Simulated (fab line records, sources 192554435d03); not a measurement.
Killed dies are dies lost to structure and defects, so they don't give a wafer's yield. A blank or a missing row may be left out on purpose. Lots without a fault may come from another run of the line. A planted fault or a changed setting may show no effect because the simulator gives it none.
Which tool did it? | flow n5_finfet | 12 lots, 36 wafers sampled, at 1 step of a route of 1938

WHAT THE GAUGES READ, wafer by wafer
N5_BEOL_M11_CD_MEAS_11: target cd 64.1 nm.
lot  | measured     | on        | cd_nm (nm)
L076 | day 10 08:02 | cd_sem-01 | 63.7 64.1 65.6
L078 | day 11 09:08 | cd_sem-01 | 64.6 63.7 64.2
L079 | day 11 18:28 | cd_sem-03 | 64.5 63.5 63.9
L083 | day 12 11:40 | cd_sem-02 | 65.3 63.7 64.6
L082 | day 12 14:52 | cd_sem-02 | 63.3 63.4 64.7
L084 | day 13 05:25 | cd_sem-03 | 64.7 63.8 64.2
L088 | day 13 18:01 | cd_sem-01 | 64.4 64.6 64.3
L090 | day 14 07:33 | cd_sem-02 | 65.5 63.9 64.0
L089 | day 14 12:01 | cd_sem-01 | 64.1 63.8 64.2
L095 | day 15 08:16 | cd_sem-03 | 64.6 64.8 65.3
L093 | day 15 11:04 | cd_sem-01 | 63.6 64.6 64.8
L096 | day 16 04:40 | cd_sem-01 | 65.0 64.6 64.6

WHICH TOOL RAN EACH LOT (tool, then ch and the chambers of the sampled wafers, then the start)
The record holds no process step before these readings.

THE ANSWER, worked out from the rows above alone
Rule: what is usual is taken from the lots themselves. Put in order of their means at a reading, lots are off if they are a third of the lots or fewer, leave a main group of 4 or more, and stand apart from it by a gap of 3 or more times the standard deviation of the main group's means; of several such gaps the widest counts. A main group whose means are all the same, to the digits that the tables above print for the reading, isn't used. A lot without any number at a reading at which 4 lots or more have one is off too. The other lots that the step has rows for count as sound.
No lot is off at any reading shown: from this, nothing can be told.

WHAT THE SIMULATOR HAD PUT IN
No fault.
